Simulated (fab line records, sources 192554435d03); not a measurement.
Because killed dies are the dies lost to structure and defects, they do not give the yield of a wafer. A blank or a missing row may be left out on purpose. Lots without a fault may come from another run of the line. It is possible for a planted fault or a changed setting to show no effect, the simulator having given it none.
Which of the tools did it? ; flow n5 finfet ; 33 wafers sampled from 11 lots at 1 step of a route of 1938

== WHAT EACH GAUGE READ, for each wafer ==
N5_ILD0_THK_MEAS_08.
lot;measured;on;thk nm (nm)
L348;day 3 20:23;film metro-02;137.8 137.3 138.2
L352;day 4 21:39;film metro-01;139.7 137.4 140.1
L353;day 5 06:14;film metro-01;138.5 139.4 139.0
L359;day 6 16:21;film metro-02;137.9 140.3 138.5
L360;day 6 21:22;film metro-01;139.7 139.8 138.8
L361;day 7 04:13;film metro-01;140.5 140.2 139.1
L363;day 7 14:55;film metro-02;138.4 139.5 140.0
L365;day 8 01:22;film metro-02;139.4 138.8 140.8
L368;day 8 17:28;film metro-01;138.8 138.9 137.2
L369;day 9 05:47;film metro-01;138.0 138.8 139.9
L370;day 9 10:44;film metro-02;139.8 138.7 138.8

== WHAT TOOL EACH LOT RAN ON (gives the tool, then ch and the chambers of the sampled wafers, and finally the start) ==
There is no process step in the record ahead of these readings.

== THE ANSWER, worked out from the rows above alone ==
Rule: the usual values come from the lots themselves. Put in order of their means at a reading, lots are off if they are a third of the lots or fewer, leave a main group of 4 or more, and stand apart from it by a gap of 3 or more times the standard deviation of the main group's means; of several such gaps the widest counts. Not used: any main group whose means are identical at the precision the tables above print for the reading. Also off: a lot with no number at a reading for which 4 or more lots have one. The other lots that the step has rows for count as sound.
No lot is off at any reading shown: from this, nothing can be told.

== WHAT WAS PUT IN BY THE SIMULATOR ==
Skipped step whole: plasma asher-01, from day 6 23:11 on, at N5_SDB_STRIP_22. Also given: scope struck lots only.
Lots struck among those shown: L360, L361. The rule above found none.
